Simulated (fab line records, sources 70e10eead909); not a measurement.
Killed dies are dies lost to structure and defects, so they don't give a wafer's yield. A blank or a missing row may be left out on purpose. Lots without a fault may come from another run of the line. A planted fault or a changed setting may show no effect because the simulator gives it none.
Chamber matching | flow nand_harc | NHARC_A_CONTACT_ETCH_92 on rie_diel-01: 4 sister chambers
The step etches the open film in CH3F/O2, target depth 40 nm, time 85.7 s. 8 wafers are shown with their chamber, then 8 later ones without.

WAFERS WITH THEIR CHAMBER
wafer  | chamber | showerhead_plenum_p_Torr (Torr) | drypump_motor_current_A (A)
L080.2 | 3       | 2.61                            | 5.9
L082.2 | 2       | 2.63                            | 6.1
L084.2 | 3       | 2.61                            | 5.9
L084.6 | 1       | 2.37                            | 5.4
L086.2 | 1       | 2.37                            | 5.4
L086.3 | 2       | 2.62                            | 6.1
L086.5 | 0       | 2.34                            | 5.6
L089.1 | 0       | 2.33                            | 5.7

WAFERS WITHOUT THEIR CHAMBER
wafer  | showerhead_plenum_p_Torr (Torr) | drypump_motor_current_A (A)
L089.2 | 2.60                            | 5.9
L089.4 | 2.62                            | 6.1
L093.1 | 2.36                            | 5.4
L093.3 | 2.61                            | 6.1
L093.5 | 2.61                            | 6.1
L096.3 | 2.61                            | 6.1
L096.4 | 2.32                            | 5.7
L096.5 | 2.61                            | 6.1

WHICH CHAMBER EACH WENT THROUGH
wafer  | from the rows above | in truth
L089.2 | 3                   | 3
L089.4 | 2                   | 2
L093.1 | 1                   | 1
L093.3 | 2                   | 2
L093.5 | 2                   | 2
L096.3 | 2                   | 2
L096.4 | 0                   | 0
L096.5 | 2                   | 2
Placed correctly: 8 of 8. Can't be placed from these rows: 0. Placed wrongly: 0.
How it was worked out, from the rows above alone: a wafer's distance from a chamber is the root of the sum, over the readings, of the square of ((its reading less the chamber's mean) divided by the reading's scatter). The wafer belongs to the nearest chamber; if the next one is less than 2 further off, it can't be placed. A chamber's mean is the mean of its shown wafers. The scatter: the root of (the sum of the squares of (reading less its chamber's mean) over the shown wafers, divided by (wafers less chambers)).
